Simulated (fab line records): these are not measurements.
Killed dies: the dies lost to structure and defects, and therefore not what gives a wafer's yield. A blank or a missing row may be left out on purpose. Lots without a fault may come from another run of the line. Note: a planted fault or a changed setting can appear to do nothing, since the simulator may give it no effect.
Matching of chambers | flow n5 finfet | N5_SPACER0_ALD_00 on ald sin-01 has 4 sister chambers
The step deposits SiOCN, target thk 3.5 nm, pulse time 3 s, purge time 2 s. 8 wafers are shown with their chamber, then 11 later ones without.

## WAFERS WITH THEIR CHAMBER
wafer  | chamber | heater power w (W) | precursor pulse height rel
L081.1 | 3       | 872                | 0.980
L084.2 | 1       | 669                | 0.981
L087.2 | 0       | 789                | 0.983
L087.5 | 2       | 948                | 1.021
L088.3 | 1       | 699                | 0.987
L088.4 | 3       | 867                | 1.004
L088.6 | 2       | 1013               | 1.002
L091.1 | 0       | 799                | 0.982

## WAFERS WITHOUT THEIR CHAMBER
wafer  | heater power w (W) | precursor pulse height rel
L091.4 | 880                | 0.977
L091.5 | 870                | 0.995
L092.1 | 888                | 0.994
L092.2 | 774                | 1.025
L092.5 | 788                | 0.970
L094.2 | 986                | 0.964
L094.3 | 792                | 1.009
L094.6 | 692                | 1.016
L095.1 | 798                | 0.987
L095.2 | 848                | 1.009
L095.3 | 688                | 1.028

## EACH ONE'S CHAMBER
wafer  | from the rows above          | in truth
L091.4 | can't be placed: 3 or 0      | 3
L091.5 | 3                            | 3
L092.1 | 3                            | 3
L092.2 | can't be placed: 0 or 3 or 1 | 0
L092.5 | 0                            | 0
L094.2 | can't be placed: 2 or 3      | 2
L094.3 | can't be placed: 0 or 3      | 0
L094.6 | 1                            | 1
L095.1 | 0                            | 0
L095.2 | can't be placed: 3 or 0      | 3
L095.3 | can't be placed: 1 or 0      | 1
Placed correctly: 5 of 11. These rows do not allow placing 6 (true chamber among the candidates in 6). 0 placed wrongly.
How it was worked out, from the rows above alone: a wafer's distance from a chamber is the root of the sum, over the readings, of the square of ((its reading less the chamber's mean) divided by the reading's scatter). If the next closest chamber is less than 2 further off than the closest, the wafer can't be placed; otherwise it belongs to the closest. A chamber's mean is the mean of its shown wafers. How the scatter is found: for the shown wafers, subtract from each reading the mean of its chamber, square and add these, divide the total by (wafers less chambers), then take the root.
